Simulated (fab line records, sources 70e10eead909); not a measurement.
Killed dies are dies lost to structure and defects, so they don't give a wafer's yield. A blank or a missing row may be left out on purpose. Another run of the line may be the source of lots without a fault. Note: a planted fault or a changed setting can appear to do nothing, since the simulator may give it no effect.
A struck lot beside a sound one || flow nandHarc || 40 out of 1159 route steps
Sound: wafers L755.1, L755.2, L755.3. Struck: wafers L771.1, L771.2, L771.3. The cause is named last.
For every step that has rows: the tool of each side, followed by ch and its chambers, followed by its first start. Under that, the readings that differ: sound wafers || struck wafers || difference of the means || sigmas: that difference in standard deviations of wafers without a fault.
alike: readings with means less than 2 such deviations apart, plus words and numbers identical on both sides. not compared: withheld readings, readings lacking a value on some wafer, bounds such as >300 that could conceal the same value, and numbers that have no deviation in the record and whose values overlap.
Wherever a step has rows on one side only, a row that says differs or no value, or a row with sigmas, the two part there. Numbers that don't overlap but have no deviation are shown without sigmas and don't part them. A reading missing from all wafers of one side parts the sides only when that side holds two or more wafers.

first, 4 steps without rows for these wafers: NHARC_A_CONTACT_ETCH_138 (etches the open film in C4F8/O2/Ar, time 132 s, target depth 1289 nm); NHARC_A_CONTACT_ETCH_139 (etches the open film in C4F8/O2/Ar, time 137 s, target depth 590 nm); NHARC_A_CONTACT_ETCH_92 (etches the open film in CH3F/O2, target depth 40 nm, time 85.7 s); NHARC_A_CONTACT_ETCH_98 (etches the open film in C4F6/O2, target depth 20 nm, time 10 s).
NHARC_A_CONTACT_CD_MEAS_15:
  struck on cdSem-02, day 22 05:28; sound on cdSem-01, day 17 21:30
  alike: cdNm
then, 4 steps without rows for these wafers: NHARC_A_CONTACT_STRIP_107 (strips in N2/H2); NHARC_A_CONTACT_STRIP_108 (strips in CF4/CHF3); NHARC_A_CONTACT_STRIP_109 (strips in O2/COS); NHARC_A_CONTACT_ETCH_110 (etches the open film in CF4/O2, target depth 50 nm, overetch 5 nm, time 27.5 s).
NHARC_A_CONTACT_STRIP_26: strips in O2.
  sound: rieDiel-05 ch 1,2,3; struck: rieDiel-08 ch 1,2,3
{"reading": "rfHoursCounterH (h)", "sound": "22 20 21", "struck": "9 9 9", "difference": -12, "sigmas": ""}
  alike: drypumpMotorCurrentA, oesProductAu, rfVppV, showerheadPlenumPTorr, throttleValvePct
then, 2 steps without rows for these wafers: NHARC_A_CONTACT_STRIP_27 (strips in post etch residue remover, time 600 s); NHARC_A_CONTACT_ALD_18 (deposits TiN, target thk 3 nm, pulse time 1 s, ald cycles 150).
NHARC_A_CONTACT_CVD_19: deposits W, target thk 300 nm, time 802 s.
  sound on cvdW-02 ch 0,1, day 17 22:40; struck on cvdW-02 ch 0,1, day 22 06:45
{"reading": "susceptorTempC (C)", "sound": "299.96 299.88 300.13", "struck": "- - -", "difference": "no value on the struck wafers", "sigmas": ""}
  alike: heaterPowerW, throttleValvePct
then, 12 steps without rows for these wafers: NHARC_A_CONTACT_CMP_20 (polishes, t overpolish 30 s, target thk 300 nm); NHARC_A_CONTACT_SRD_22; NHARC_A_BLC_DEHYDRATE_00 (time 120 s); NHARC_A_BLC_HMDS_01 (time 30 s); NHARC_A_BLC_COAT_02 (time 75 s); NHARC_A_BLC_COAT_03 (time 65 s); NHARC_A_BLC_COAT_04 (resist thk 90 nm); NHARC_A_BLC_SOFTBAKE_05 (time 55 s); NHARC_A_BLC_EBR_06; NHARC_A_BLC_EXPOSE_07 (exposes mask A BLC, target cd 100 nm); NHARC_A_BLC_PEB_08 (peb time 65 s); NHARC_A_BLC_DEVELOP_09 (develop time 35 s).
NHARC_A_BLC_CD_MEAS_10: target cd 100 nm.
  sound on cdSem-03 ch 0, day 18 00:20; struck on cdSem-03 ch 0, day 22 08:25
  alike: cdNm
NHARC_A_BLC_OVL_MEAS_11:
  struck on overlay-01, day 22 08:31; sound on overlay-02, day 18 00:25
  alike: overlayXNm, overlayYNm
then, 1 step without rows for these wafers: NHARC_A_BLC_DESCUM_15 (chemistry O2, time 3 s).
NHARC_A_BLC_ETCH_16: etches the open film in CF4, target depth 39 nm, time 65 s.
  sound on rieDiel-03 ch 0,1,3, day 18 00:37; struck on rieDiel-13 ch 1,2,3, day 22 08:41
{"reading": "rfHoursCounterH (h)", "sound": "1 1 1", "struck": "5 4 6", "difference": "+4", "sigmas": ""}
  alike: cf4FlowSccm, drypumpMotorCurrentA, oesProductAu, rfVppV, showerheadPlenumPTorr, throttleValvePct
NHARC_A_BLC_ETCH_17: etches the open film in N2/H2, target depth 390 nm, time 609.38 s.
  sound: rieDiel-03 ch 0,1,2; struck: rieDiel-13 ch 0,1,2
{"reading": "rfHoursCounterH (h)", "sound": "1 1 1", "struck": "6 5 6", "difference": "+5", "sigmas": ""}
  alike: drypumpMotorCurrentA, h2FlowSccm, oesProductAu, rfVppV, showerheadPlenumPTorr, throttleValvePct
then, 1 step without rows for these wafers: NHARC_A_BLC_ETCH_18 (etches the open film in C4F8/O2/Ar, target depth 910 nm).
NHARC_A_BLC_CD_MEAS_19:
  struck on cdSem-02, day 22 09:35; sound on cdSem-02, day 18 01:29
  alike: cdNm
then, 5 steps without rows for these wafers: NHARC_A_BLC_STRIP_29 (strips in CF4); NHARC_A_BLC_STRIP_21 (strips in O2); NHARC_A_BLC_STRIP_22 (strips in post etch residue remover, time 600 s); NHARC_A_BLC_DEGAS_30 (time 60 s); NHARC_A_BLC_PRE_CLEAN_31 (time 15 s).
NHARC_A_BLC_PVD_32: deposits Ti, target thk 5 nm, time 17.7 s.
  sound on pvdSputter-03; struck on pvdSputter-02
  alike: throttleValvePct
NHARC_A_BLC_ALD_23: deposits TiN, target thk 3 nm, pulse time 1 s, ald cycles 150.
  sound on aldMetal-01 ch 0,1,2, day 18 02:20; struck on aldMetal-01 ch 0,1,2, day 22 10:29
  alike: heaterPowerW, precursorPulseHeightRel, susceptorTempC
NHARC_END_SORT_01:
  sound on prober-01 ch 0, day 20 07:31; struck on prober-01 ch 0, day 24 09:33
{"reading": "killedAtArray", "sound": "26 22 32", "struck": "97 101 108", "difference": "+75", "sigmas": "+8"}
{"reading": "killedDies", "sound": "32 23 36", "struck": "104 104 111", "difference": "+76", "sigmas": "+8"}
  alike: killedAtOther, killedAtPeriphery, killedOpen, killedShort

## WHERE THEY PART
First at NHARC_A_CONTACT_CVD_19; last, within this record, at NHARC_END_SORT_01.

WHY: what the simulator had put in
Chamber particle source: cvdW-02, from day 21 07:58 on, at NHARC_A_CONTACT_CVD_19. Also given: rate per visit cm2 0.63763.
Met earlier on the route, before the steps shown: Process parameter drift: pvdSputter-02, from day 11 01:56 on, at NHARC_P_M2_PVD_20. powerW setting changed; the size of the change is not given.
